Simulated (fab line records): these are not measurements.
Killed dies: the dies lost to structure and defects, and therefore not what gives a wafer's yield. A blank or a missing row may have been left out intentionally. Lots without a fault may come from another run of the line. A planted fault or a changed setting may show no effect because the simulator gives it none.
fab line records	flow n5-finfet
[record] lots = 13	wafers = 32	last-day = 17
route steps=1938 shown BEOL_M14@1727 PASSIVATION@1936
lots with no fault: from the same line, run without faults
start-h: the number of hours between the record's first day and the start of the first shown wafer of the lot	wait-h: how many hours have passed since the lot's step before this one	" identical to the entry in the row above	L1.1+2: one row covering several wafers at once	- value missing, or start not given	* or withheld: withheld	< > ~ a bound
route shown NAME@n: names a module that has steps shown in the file, with the first one's number in the route	usual: mean/standard deviation taken from wafers without a fault	same: alike in all rows	chamber/n: place in a boat	sites: each site's reading	_std_site: standard deviation across them	_edge_site: inner sites' mean taken away from outer sites' mean	radius-mm: how far each site lies from the wafer's centre	mask NAME#n: copy n	behind: tool/chamber where the wafer was last shaped	hold: what put the lot on hold/how long, in hours/how the hold closed	device: names the non-switching transistor (n, p or np)	end of line: the tests these same wafers got at the end of their route	a step given without rows: its recipe and nothing more	killed: dies that structure and defects cost at the first sort, which is not the same as the wafer's yield	map: per-die view of a wafer (x killed, . not killed, _ where there is no die)
set.NAME: the setting the step ran with; set.NAME@STEP: the setting that earlier step ran with	model.NAME: the simulator's own value behind a step, which no gauge read
one table for each step of the route and one row for each wafer, over a sample of lots
services: a tool's chamber out of use, with start hour (start-h, from the record's first day; less than 0 if before it), hours out, and reason
[[steps]]
[step N5_BEOL_M14_OVL_MEAS_11]
[recipe] points-per-wafer = 44
[usual] V13_OVL = 0/5.5
lot.wafer	tool	chamber	start-h	wait-h	V13_OVL[nm]
L603.2	overlay-02	0	243.16	0.0	-4
L603.3	"	0	"	"	-1
L603.6	"	0	"	"	2
L602.1	overlay-01	0	255.78	0.0	-5
L602.2	"	0	"	"	3
L604.1	overlay-01	0	258.10	0.0	11
L604.3	"	0	"	"	11
L608.1	overlay-02	0	274.35	0.0	-1
L608.6	"	0	"	"	0
L607.1	overlay-01	0	278.58	0.0	-2
L607.6	"	0	"	"	6
L609.3	overlay-02	0	282.02	0.0	7
L609.4	"	0	"	"	-1
L609.5	"	0	"	"	10
L616.1	overlay-02	0	327.29	0.0	6
L616.5	"	0	"	"	6
L616.6	"	0	"	"	4
L617.3	overlay-01	0	349.00	0.0	3
L617.4	"	0	"	"	-5
L617.5	"	0	"	"	6
L618.2	overlay-02	0	353.29	0.0	-10
L618.5	"	0	"	"	2
L618.6	"	0	"	"	-7
L621.3	overlay-01	0	356.55	0.0	-9
L621.4	"	0	"	"	-6
L621.5	"	0	"	"	1
L623.4	overlay-02	0	379.97	0.0	-6
L623.6	"	0	"	"	-4
L622.2	overlay-02	0	380.32	0.0	1
L622.5	"	0	"	"	1
L624.3	overlay-02	0	385.72	0.0	1
L624.6	"	0	"	"	-8
[step N5_BEOL_M14_STRIP_63]
[recipe] chemistry = O2	power-w = 600	temp-c = 60	pressure-mtorr = 30	rf-frequency-hz = 6e+07	bias-power-w = 0	overash-fraction = 0.3	o2-flow-sccm = 225
[usual] drypump-motor-current-A = 5.7/0.4	oes-product-au = 0.82/0.059	rf-vpp-V = 3.6/0.89	showerhead-plenum-p-Torr = 2.12/0.069	throttle-valve-pct = 16.61/0.24
[same] bias-power-w = 0	overash-fraction = 0.3
lot.wafer	tool	chamber	start-h	wait-h	drypump-motor-current-A	oes-product-au	rf-hours-counter-h	rf-vpp-V	showerhead-plenum-p-Torr	throttle-valve-pct
L603.2	rie-diel-03	3	-	-	5.7	0.81	75	3.5	2.13	16.53
L603.3	"	1	"	"	5.7	0.89	36	2.8	2.25	16.67
L603.6	"	2	"	"	5.5	0.86	-	3.6	2.21	16.80
L602.1	rie-diel-03	3	-	-	5.6	0.82	79	5.7	2.13	16.55
L602.2	"	2	"	"	5.5	0.86	61	2.7	2.21	16.82
L604.1	rie-diel-02	3	-	-	4.9	0.78	118	2.1	2.12	16.45
L604.3	"	0	"	"	6.4	0.88	58	6.2	2.03	16.78
L608.1	rie-diel-02	0	-	-	6.5	0.87	64	3.1	2.03	16.78
L608.6	"	2	"	"	5.6	0.97	-	2.2	2.06	16.41
L607.1	rie-diel-03	2	-	-	5.5	0.86	71	3.6	2.21	16.80
L607.6	"	0	"	"	6.1	0.80	-	2.1	2.09	16.94
L609.3	rie-diel-03	1	-	-	5.6	0.86	52	4.8	2.25	16.69
L609.4	"	0	"	"	6.2	0.80	134	4.9	2.09	16.91
L609.5	"	1	"	"	5.7	0.86	-	5.3	2.25	16.65
L616.1	rie-diel-06	1	-	-	6.1	0.73	153	4.9	2.03	16.80
L616.5	"	2	"	"	5.1	0.82	-	2.1	2.12	16.29
L616.6	"	1	"	"	6.1	0.74	-	3.0	2.03	16.84
L617.3	rie-diel-03	1	-	-	5.7	0.83	80	2.9	2.24	16.74
L617.4	"	2	"	"	5.5	0.82	100	3.1	2.20	16.89
L617.5	"	1	"	"	5.7	0.84	-	3.6	2.24	16.73
L618.2	rie-diel-03	2	-	-	5.5	0.82	103	3.1	2.20	16.90
L618.5	"	1	"	"	5.7	0.83	-	2.5	2.23	16.72
L618.6	"	2	"	"	5.5	0.81	-	2.8	2.20	16.88
L621.3	rie-diel-03	0	-	-	6.2	0.75	164	3.9	2.08	17.00
L621.4	"	2	"	"	5.5	0.82	104	2.2	2.20	16.90
L621.5	"	3	"	"	5.6	0.78	-	3.0	2.11	16.63
L623.4	rie-diel-06	3	-	-	5.8	0.76	146	3.8	2.17	16.50
L623.6	"	0	"	"	6.1	0.77	-	2.1	2.21	16.45
L622.2	rie-diel-03	3	-	-	5.6	0.75	129	4.0	2.11	16.62
L622.5	"	0	"	"	6.1	0.75	-	3.6	2.07	17.04
L624.3	rie-diel-02	1	-	-	5.7	0.87	49	4.2	2.11	16.27
L624.6	"	1	"	"	5.7	0.87	-	3.3	2.12	16.28
[step N5_BEOL_M14_CD_MEAS_17]
[recipe] target-cd-nm = 250	polarity = opening
[usual] cd-nm = 251.1/2
lot.wafer	tool	chamber	start-h	wait-h	cd-nm
L603.2	cd-sem-03	-	243.66	0.0	250.0
L603.3	"	-	"	"	250.3
L603.6	"	-	"	"	251.4
L602.1	cd-sem-02	-	256.32	0.0	250.9
L602.2	"	-	"	"	251.2
L604.1	cd-sem-01	-	258.59	0.0	251.5
L604.3	"	-	"	"	254.6
L608.1	cd-sem-01	-	274.89	0.0	251.6
L608.6	"	-	"	"	251.3
L607.1	cd-sem-02	-	279.08	0.0	250.1
L607.6	"	-	"	"	248.1
L609.3	cd-sem-01	-	282.52	0.0	251.3
L609.4	"	-	"	"	251.9
L609.5	"	-	"	"	251.3
L616.1	cd-sem-02	-	327.78	0.0	253.2
L616.5	"	-	"	"	253.4
L616.6	"	-	"	"	254.6
L617.3	cd-sem-01	-	350.63	0.0	251.4
L617.4	"	-	"	"	249.4
L617.5	"	-	"	"	250.1
L618.2	cd-sem-01	-	354.69	0.0	250.8
L618.5	"	-	"	"	251.3
L618.6	"	-	"	"	249.5
L621.3	cd-sem-01	-	357.04	0.0	253.4
L621.4	"	-	"	"	252.8
L621.5	"	-	"	"	253.5
L623.4	cd-sem-02	-	380.48	0.0	252.3
L623.6	"	-	"	"	249.9
L622.2	cd-sem-02	-	380.87	0.0	250.1
L622.5	"	-	"	"	249.6
L624.3	cd-sem-02	-	386.62	0.0	251.0
L624.6	"	-	"	"	248.9
[step N5_BEOL_M14_ETCH_67]
[recipe] chemistry = CF4	target = SiARC	target-depth-a = 1430	time-s = 238.3	ion-energy-ev = 80	pressure-mtorr = 40	source-w = 545	bias-w = 36	Ar_flow_sccm = 100	cf4-flow-sccm = 100	ends = cleared
[usual] drypump-motor-current-A = 5.7/0.44	etch-rf-on-time-s = 234/6.3	oes-product-au = 0.70/0.051	rf-fwd-power-W = 543.4/2	rf-vpp-V = 184.3/0.98	showerhead-plenum-p-Torr = 2.16/0.06	throttle-valve-pct = 15.47/0.26
lot.wafer	tool	chamber	start-h	wait-h	drypump-motor-current-A	etch-rf-on-time-s	oes-product-au	rf-fwd-power-W	rf-hours-counter-h	rf-vpp-V	showerhead-plenum-p-Torr	throttle-valve-pct
L603.2	rie-diel-02	3	244.10	0.0	4.9	237	0.67	542.5	114	183.6	2.16	15.33
L603.3	"	1	"	"	5.7	232	0.81	544.2	8	184.8	2.19	15.19
L603.6	"	0	"	"	6.5	236	0.74	545.3	-	182.9	2.11	15.83
L602.1	rie-diel-06	2	257.04	0.0	5.1	232	0.72	543.4	58	184.5	2.16	15.17
L602.2	"	0	"	"	6.2	243	0.68	546.6	82	184.6	2.24	15.13
L604.1	rie-diel-02	0	259.20	0.0	6.5	233	0.75	544.9	59	183.5	2.11	15.84
L604.3	"	1	"	"	5.7	231	0.80	543.8	14	185.6	2.18	15.19
L608.1	rie-diel-02	0	275.59	0.0	6.5	233	0.74	544.5	64	183.6	2.10	15.86
L608.6	"	1	"	"	5.7	156	1.00	541.9	-	185.5	2.18	15.21
L607.1	rie-diel-02	3	279.92	0.0	4.9	239	0.66	544.8	126	185.0	2.15	15.34
L607.6	"	3	"	"	4.9	157	0.85	541.8	-	183.6	2.15	15.34
L609.3	rie-diel-02	1	283.09	0.0	5.7	234	0.78	545.4	23	183.9	2.18	15.22
L609.4	"	2	"	"	5.6	150	1.06	538.2	13	182.2	2.09	15.23
L609.5	"	2	"	"	5.6	226	0.82	539.2	-	183.5	2.09	15.23
L616.1	rie-diel-06	1	328.23	0.0	6.1	238	0.65	544.6	153	183.2	2.05	15.66
L616.5	"	3	"	"	5.8	225	0.68	544.0	-	184.8	2.24	15.49
L616.6	"	0	"	"	6.1	245	0.66	546.1	-	186.1	2.23	15.16
L617.3	rie-diel-03	2	351.90	0.0	5.5	230	0.70	541.8	101	185.0	2.24	15.79
L617.4	"	1	"	"	5.7	228	0.70	543.2	81	185.1	2.24	15.55
L617.5	"	0	"	"	6.1	245	0.64	545.7	-	185.2	2.13	15.98
L618.2	rie-diel-03	2	355.14	0.0	5.5	231	0.69	541.2	103	184.5	2.24	15.80
L618.5	"	2	"	"	5.5	230	0.70	540.3	-	184.5	2.24	15.80
L618.6	"	3	"	"	5.6	238	0.66	539.5	-	185.2	2.14	15.45
L621.3	rie-diel-06	1	357.50	0.0	6.1	237	0.62	545.7	168	183.2	2.05	15.71
L621.4	"	0	"	"	6.1	242	0.65	541.7	121	185.0	2.22	15.21
L621.5	"	0	"	"	6.2	239	0.66	543.3	-	184.7	2.22	15.19
L623.4	rie-diel-02	1	381.05	0.0	5.7	235	0.74	545.5	47	184.6	2.17	15.27
L623.6	"	1	"	"	5.7	236	0.74	543.7	-	184.8	2.17	15.27
L622.2	rie-diel-03	1	381.54	0.0	5.6	228	0.71	546.0	91	183.8	2.24	15.58
L622.5	"	3	"	"	5.6	240	0.64	541.4	-	182.8	2.14	15.47
L624.3	rie-diel-02	3	387.07	0.0	4.9	237	0.65	540.0	155	184.0	2.14	15.39
L624.6	"	0	"	"	6.4	236	0.71	544.8	-	184.5	2.09	15.91
[step N5_PASSIVATION_PROBE_49]
[usual] defect-limited-yield = 91.2/1.5	killed_at_M0_to_M3 = 36/10	killed_at_M4_up = 13/6	killed-at-contacts = 11/5.2	killed-at-front-end = 40/11	killed-at-other = 3.1/2.9	killed-dies = 104/17	killed-open = 66/12	killed-short = 34/7.7	sort_bin_5_function = 5.1/0.91	sort_bin_6_memory = 3.2/0.67	sort-n-pass = 1076/17	sort-yield-pct = 91.2/1.5
[same] gross-dies = 1180	killed-at-back-side = 0	sort_bin_4_leakage[%] = 0	sort_bin_8_speed[%] = 0
lot.wafer	tool	chamber	start-h	wait-h	defect-limited-yield[%]	killed_at_M0_to_M3	killed_at_M4_up	killed-at-contacts	killed-at-front-end	killed-at-other	killed-dies	killed-open	killed-short	sort_bin_5_function[%]	sort_bin_6_memory[%]	sort-n-pass	sort-yield-pct[%]
L609.5	prober-01	-	310.85	0.2	91.7	29	12	19	34	4	98	61	20	4.1	3.1	1082	91.7
// killed by level:class
L609.5 MOL_CONTACT_COAG:geometric-particle:open=15 HKMG_FIN:area-etch=11 BEOL_M1:geometric-particle:open=7 BEOL_M0_SAQP:geometric-particle:open=6 BEOL_M3:geometric-particle:open=6 STI_FIN_REVEAL:geometric-particle:open=5 FIN_SAQP:geometric-particle:short=4 BEOL_M2:geometric-particle:open=4
[[services]]
tool	chamber	start-h	hours	kind
rie-diel-02	2	220.79	6.6	repair
rie-diel-02	3	222.10	1.4	repair
rie-diel-02	2	227.67	-	clean
rie-diel-02	2	227.67	-	consumable-replace:focus-ring
rie-diel-02	2	227.67	19.5	scheduled-down
rie-diel-02	2	227.67	19.5	vent-cycle
rie-diel-03	2	246.73	2.6	repair
rie-diel-06	-	307.32	2.8	pm
rie-diel-02	-	329.88	24.2	repair
rie-diel-06	2	386.98	7.8	repair
[[key]]
[first-sign] step = N5_BEOL_M14_ETCH_67	reading = etch-rf-on-time-s	direction = down	sigmas = 13	usual = *	struck = *
[effect] step = N5_BEOL_M14_ETCH_67	reading = oes-product-au	direction = up	sigmas = 5.3	usual = 0.70	struck = 0.97
met-at N5_BEOL_M14_ETCH_67
struck-lots L607,L608,L609
struck-wafers L607.6,L608.6,L609.4
[baseline-loss] step = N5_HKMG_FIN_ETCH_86	wafers = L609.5
not-acting-at N5_BEOL_M14_OVL_MEAS_11,N5_BEOL_M14_STRIP_63,N5_BEOL_M14_CD_MEAS_17
onset-between 259.20 275.59
[fault] kind = process-parameter-drift	tool = rie-diel-02	chamber = -	onset-h = 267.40	steps = N5_BEOL_M14_ETCH_67	channel = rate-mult	offset = 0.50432	shape = step	end-h = 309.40	scope = struck-wafers-only
// baseline-loss: these wafers lose ten dies or more at that step, a loss of the line's own and not of a fault; the sort's usual values leave them out
